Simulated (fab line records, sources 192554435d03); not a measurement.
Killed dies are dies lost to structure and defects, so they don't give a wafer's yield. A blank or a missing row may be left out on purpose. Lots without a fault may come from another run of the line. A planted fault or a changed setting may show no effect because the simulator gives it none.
Chamber matching | flow n5_finfet | N5_BEOL_M1_ILD_DEP_00 on pecvd-01: 3 sister chambers
The step deposits SiOC from DEMS/O2, target thk 79 nm, time 15.3 s. 6 wafers are shown with their chamber, then 7 later ones without.

WAFERS WITH THEIR CHAMBER
wafer  | chamber | throttle_valve_pct (%) | heater_power_w (W)
L075.6 | 2       | 10.4                   | 433
L076.4 | 2       | 10.7                   | 456
L080.3 | 0       | 12.2                   | 426
L080.4 | 1       | 12.0                   | 407
L084.3 | 1       | 11.9                   | 409
L084.4 | 0       | 12.1                   | 467

WAFERS WITHOUT THEIR CHAMBER
wafer  | throttle_valve_pct (%) | heater_power_w (W)
L084.5 | 12.1                   | 409
L088.2 | 12.1                   | 420
L088.3 | 11.9                   | 481
L088.5 | 10.7                   | 446
L092.2 | 12.1                   | 452
L092.4 | 12.0                   | 369
L092.6 | 10.8                   | 454

WHICH CHAMBER EACH WENT THROUGH
wafer  | from the rows above     | in truth
L084.5 | can't be placed: 1 or 0 | 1
L088.2 | can't be placed: 1 or 0 | 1
L088.3 | can't be placed: 0 or 1 | 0
L088.5 | 2                       | 2
L092.2 | 0                       | 0
L092.4 | 1                       | 1
L092.6 | 2                       | 2
Placed correctly: 4 of 7. Can't be placed from these rows: 3 (the true chamber is among the candidates in 3). Placed wrongly: 0.
How it was worked out, from the rows above alone: a wafer's distance from a chamber is the root of the sum, over the readings, of the square of ((its reading less the chamber's mean) divided by the reading's scatter). The wafer belongs to the nearest chamber; if the next one is less than 2 further off, it can't be placed. A chamber's mean is the mean of its shown wafers. The scatter: the root of (the sum of the squares of (reading less its chamber's mean) over the shown wafers, divided by (wafers less chambers)).
